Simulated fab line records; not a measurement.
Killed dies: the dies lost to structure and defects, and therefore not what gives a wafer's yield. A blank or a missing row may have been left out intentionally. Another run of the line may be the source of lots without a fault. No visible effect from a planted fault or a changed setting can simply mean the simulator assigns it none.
One fault seen from 3 desks    flow n5-finfet    only its own numbers are on each desk; what lay behind them is given at the end

THE DEFECT DESK
Counts from the inspections along the route, per lot, as means over the sampled wafers that have a number. A lot is out of limits, marked OUT, if its mean lies more than 4 standard deviations from the usual mean; the brackets give that distance.
Columns: A = raw-defect-count at N5_BEOL_M0_CUTY_INSPECT_59, usual 2.2
lot   first seen here  A
L779  day 6 01:43      1.7
L786  day 7 18:54      1.7
L787  day 8 02:15      3.3
L790  day 8 14:52      1.7
L799  day 11 00:01     2.0
L801  day 11 12:18     3.0
Finding of this desk: none of the 6 lots has anything out of limits.

FROM THE METROLOGY DESK
Lot by lot, what the gauges showed, no matter which tool ran the lot: averages of those sampled wafers that carry a number. A lot is out of limits, marked OUT, if its mean lies more than 4 standard deviations from the usual mean; the brackets give that distance. Only the readings that lie furthest out on some lot appear, 7 of the 12 it has.
Columns: A = cd-nm at N5_BEOL_M0_CUTY_CD_MEAS_57, usual 200.0 nm; B = M0_ABLK_OVL at N5_BEOL_M0_CUTY_OVL_MEAS_58, usual 0.3 nm; C = DIBL_N at N5_BEOL_M4_RC_MEAS_101, usual 36.6 mV/V; D = DIBL_P at N5_BEOL_M4_RC_MEAS_101, usual 36.3 mV/V; E = ION_N at N5_BEOL_M4_RC_MEAS_101, usual 671 uA/um; F = SS_N at N5_BEOL_M4_RC_MEAS_101, usual 71.8 mV/dec; G = SS_P at N5_BEOL_M4_RC_MEAS_101, usual 73.3 mV/dec
lot   first seen here  A      B     C     D     E    F     G
L779  day 6 01:40      199.7  1.2   38.8  36.0  671  72.2  73.6
L786  day 7 18:50      200.1  0.6   33.9  33.8  667  70.5  72.9
L787  day 8 02:11      199.6  0.2   35.7  36.8  677  71.8  72.9
L790  day 8 14:49      199.6  -0.2  37.8  37.9  673  72.1  73.5
L799  day 10 23:58     198.5  0.5   35.0  33.4  657  71.3  72.5
L801  day 11 12:15     200.4  0.5   34.3  33.3  667  70.9  73.1
Finding of this desk: none of the 6 lots has anything out of limits.

DESK OF THE TOOL OWNER: rie-diel-01
The tool's own readings at N5_BEOL_M0_CUTY_DESCUM_61 (chemistry O2, time 7.9 s): means of the sampled wafers that have a number, for each lot that ran on this tool. A lot is out of limits, marked OUT, if its mean lies more than 4 standard deviations from the usual mean; the brackets give that distance.
Columns: A = drypump-motor-current-A at N5_BEOL_M0_CUTY_DESCUM_61, usual 5.9 A; B = oes-product-au at N5_BEOL_M0_CUTY_DESCUM_61, usual 0.81 a.u.; C = rf-vpp-V at N5_BEOL_M0_CUTY_DESCUM_61, usual 243.2 V; D = showerhead-plenum-p-Torr at N5_BEOL_M0_CUTY_DESCUM_61, usual 2.10 Torr; E = throttle-valve-pct at N5_BEOL_M0_CUTY_DESCUM_61, usual 20.5 %
lot   first seen here  A    B     C      D     E
L779  day 6 02:37      6.1  0.72  242.0  2.05  20.7
L786  day 7 18:56      5.8  0.84  243.1  2.09  20.7
L787  day 8 02:22      5.7  0.86  243.3  2.13  20.7
L801  day 11 12:20     6.0  0.79  243.3  2.07  20.7
Finding of this desk: none of the 4 lots has anything out of limits.

PUT TOGETHER
No out-of-limits result turned up at the defect desk.
From the metrology desk's view, nothing was out of limits.
Nothing out of limits was seen by the tool owner's desk.

WHAT THE SIMULATOR HAD PUT IN
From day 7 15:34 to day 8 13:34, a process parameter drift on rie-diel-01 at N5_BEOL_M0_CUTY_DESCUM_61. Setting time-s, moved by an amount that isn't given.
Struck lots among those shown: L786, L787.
